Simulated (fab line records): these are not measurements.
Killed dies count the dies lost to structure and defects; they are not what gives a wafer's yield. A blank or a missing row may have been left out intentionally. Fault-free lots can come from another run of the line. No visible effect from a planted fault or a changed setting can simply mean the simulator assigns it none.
Split-lot trial || flow n5_finfet || route with 1938 steps; 7 lots, 21 wafers read

== SPLIT DETAILS ==
At N5_BEOL_M5_COAT_05 (resist thk 30 nm), the setting spin_rpm was moved away from the recipe's 1500 rpm on 7 of the 21 wafers read, by -9.9% to -4.1%. For the rest of the wafers, this setting stayed at what the recipe calls for.

== FROM THE SPLIT TO THE READING: what the file shows between them, 2 steps ==
- N5_BEOL_M5_EBR_07
- N5_BEOL_M5_SOFTBAKE_06: time 60 s

== THE READING ==
CAR-EUV_of_BEOL_M5_COAT_05.thk_nm (the simulator's own value, which no gauge read), in nm, at N5_BEOL_M5_DESCUM_16 (chemistry O2, time 7 s). There is no usual value for it anywhere in the file. Across the 14 wafers here that went through the recipe, the average is 26.1 nm and the standard deviation 0.096 nm.

{"wafer": "L074.2", "tool, chamber at the split": "litho_track-03, 0", "spin_rpm as run, rpm": 1500, "against the recipe": "recipe", "CAR-EUV_of_BEOL_M5_COAT_05.thk_nm, nm": 26, "against lot-mates on the recipe": "-"}
{"wafer": "L074.4", "tool, chamber at the split": "litho_track-03, 0", "spin_rpm as run, rpm": 1400, "against the recipe": "-6.7%", "CAR-EUV_of_BEOL_M5_COAT_05.thk_nm, nm": 27, "against lot-mates on the recipe": "+1.0"}
{"wafer": "L074.6", "tool, chamber at the split": "litho_track-03, 0", "spin_rpm as run, rpm": 1400, "against the recipe": "-6.7%", "CAR-EUV_of_BEOL_M5_COAT_05.thk_nm, nm": 27, "against lot-mates on the recipe": "+1.0"}
{"wafer": "L075.1", "tool, chamber at the split": "litho_track-04, 0", "spin_rpm as run, rpm": 1500, "against the recipe": "recipe", "CAR-EUV_of_BEOL_M5_COAT_05.thk_nm, nm": 26, "against lot-mates on the recipe": "-"}
{"wafer": "L075.3", "tool, chamber at the split": "litho_track-04, 0", "spin_rpm as run, rpm": 1500, "against the recipe": "recipe", "CAR-EUV_of_BEOL_M5_COAT_05.thk_nm, nm": 26, "against lot-mates on the recipe": "-"}
{"wafer": "L075.4", "tool, chamber at the split": "litho_track-04, 0", "spin_rpm as run, rpm": 1415, "against the recipe": "-5.7%", "CAR-EUV_of_BEOL_M5_COAT_05.thk_nm, nm": 26.8, "against lot-mates on the recipe": "+0.8"}
{"wafer": "L076.1", "tool, chamber at the split": "litho_track-03, 0", "spin_rpm as run, rpm": 1500, "against the recipe": "recipe", "CAR-EUV_of_BEOL_M5_COAT_05.thk_nm, nm": 26, "against lot-mates on the recipe": "-"}
{"wafer": "L076.2", "tool, chamber at the split": "litho_track-03, 0", "spin_rpm as run, rpm": 1438, "against the recipe": "-4.1%", "CAR-EUV_of_BEOL_M5_COAT_05.thk_nm, nm": 26.6, "against lot-mates on the recipe": "+0.5"}
{"wafer": "L076.3", "tool, chamber at the split": "litho_track-03, 0", "spin_rpm as run, rpm": 1500, "against the recipe": "recipe", "CAR-EUV_of_BEOL_M5_COAT_05.thk_nm, nm": 26.2, "against lot-mates on the recipe": "-"}
{"wafer": "L078.1", "tool, chamber at the split": "litho_track-04, 0", "spin_rpm as run, rpm": 1406, "against the recipe": "-6.3%", "CAR-EUV_of_BEOL_M5_COAT_05.thk_nm, nm": 27.2, "against lot-mates on the recipe": "+1.0"}
{"wafer": "L078.6", "tool, chamber at the split": "litho_track-04, 0", "spin_rpm as run, rpm": 1406, "against the recipe": "-6.3%", "CAR-EUV_of_BEOL_M5_COAT_05.thk_nm, nm": 27.2, "against lot-mates on the recipe": "+1.0"}
{"wafer": "L078.5", "tool, chamber at the split": "litho_track-04, 0", "spin_rpm as run, rpm": 1500, "against the recipe": "recipe", "CAR-EUV_of_BEOL_M5_COAT_05.thk_nm, nm": 26.2, "against lot-mates on the recipe": "-"}
{"wafer": "L083.3", "tool, chamber at the split": "litho_track-04, 0", "spin_rpm as run, rpm": 1500, "against the recipe": "recipe", "CAR-EUV_of_BEOL_M5_COAT_05.thk_nm, nm": 26.2, "against lot-mates on the recipe": "-"}
{"wafer": "L083.5", "tool, chamber at the split": "litho_track-04, 0", "spin_rpm as run, rpm": 1500, "against the recipe": "recipe", "CAR-EUV_of_BEOL_M5_COAT_05.thk_nm, nm": 26, "against lot-mates on the recipe": "-"}
{"wafer": "L083.6", "tool, chamber at the split": "litho_track-04, 0", "spin_rpm as run, rpm": 1500, "against the recipe": "recipe", "CAR-EUV_of_BEOL_M5_COAT_05.thk_nm, nm": 26, "against lot-mates on the recipe": "-"}
{"wafer": "L088.2", "tool, chamber at the split": "litho_track-03, 0", "spin_rpm as run, rpm": 1500, "against the recipe": "recipe", "CAR-EUV_of_BEOL_M5_COAT_05.thk_nm, nm": 26.2, "against lot-mates on the recipe": "-"}
{"wafer": "L088.4", "tool, chamber at the split": "litho_track-03, 0", "spin_rpm as run, rpm": 1500, "against the recipe": "recipe", "CAR-EUV_of_BEOL_M5_COAT_05.thk_nm, nm": 26.2, "against lot-mates on the recipe": "-"}
{"wafer": "L088.3", "tool, chamber at the split": "litho_track-03, 0", "spin_rpm as run, rpm": 1352, "against the recipe": "-9.9%", "CAR-EUV_of_BEOL_M5_COAT_05.thk_nm, nm": 27.8, "against lot-mates on the recipe": "+1.6"}
{"wafer": "L090.1", "tool, chamber at the split": "litho_track-03, 0", "spin_rpm as run, rpm": 1500, "against the recipe": "recipe", "CAR-EUV_of_BEOL_M5_COAT_05.thk_nm, nm": 26, "against lot-mates on the recipe": "-"}
{"wafer": "L090.3", "tool, chamber at the split": "litho_track-03, 0", "spin_rpm as run, rpm": 1500, "against the recipe": "recipe", "CAR-EUV_of_BEOL_M5_COAT_05.thk_nm, nm": 26, "against lot-mates on the recipe": "-"}
{"wafer": "L090.4", "tool, chamber at the split": "litho_track-03, 0", "spin_rpm as run, rpm": 1500, "against the recipe": "recipe", "CAR-EUV_of_BEOL_M5_COAT_05.thk_nm, nm": 26, "against lot-mates on the recipe": "-"}

FIT RESULTS
A straight line over all 21 wafers: CAR-EUV_of_BEOL_M5_COAT_05.thk_nm changes by -0.16 nm for each +1% of spin_rpm; r = -0.98; the points scatter about the line by 0.12 nm.
The same after taking each lot's own level away (the mean of its wafers on the recipe; 21 wafers): -0.155 nm for each +1%; r = -0.99; scatter 0.065 nm.
The reading moves by 1.5 nm for the largest change in spin_rpm, on that fit.
The lots' own levels span 26.00 to 26.20 nm, that is 2.1 times the standard deviation above.
The two slopes agree, so the slope changes little with the lot-to-lot level.
Check: +1.48 nm against its lot-mates is what the line predicts for one of the wafers moved furthest among these (-9.9%) when that wafer is left out of the fit. Against them it came out at +1.6 nm.

== ADDITIONAL SPLITS CARRIED BY THESE WAFERS ==
Before the reading, these wafers also passed through other splits. Each is held against what the fit with the lots' levels taken away leaves over:
{"other split on the same wafers": "N5_BEOL_M2_ETCH_70 time_s", "wafers away from the commonest value": 6, "r with CAR-EUV_of_BEOL_M5_COAT_05.thk_nm (lot level and that fit taken away)": "+0.04"}
{"other split on the same wafers": "N5_BEOL_M3_COAT_22 spin_rpm", "wafers away from the commonest value": 5, "r with CAR-EUV_of_BEOL_M5_COAT_05.thk_nm (lot level and that fit taken away)": -0.31}

== THE WHOLE CHAIN: every reading that the file lists as answering this split, in the file's order ==
{"step": "N5_BEOL_M5_COAT_05", "what it does": "resist thk 30 nm", "reading": "CAR-EUV_of_BEOL_M5_COAT_05.thk_nm (the simulator's own value, which no gauge read)", "change (the file's fit)": "-0.157 nm for each +1% of the setting", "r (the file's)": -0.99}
{"step": "N5_BEOL_M5_DESCUM_16", "what it does": "chemistry O2, time 7 s", "reading": "CAR-EUV_of_BEOL_M5_COAT_05.thk_nm (the simulator's own value, which no gauge read)", "change (the file's fit)": "-0.153 nm for each +1% of the setting", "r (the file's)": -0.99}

== FILE'S OWN FIT ==
CAR-EUV_of_BEOL_M5_COAT_05.thk_nm changes by -0.153 nm for each +1% of spin_rpm, r = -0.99.
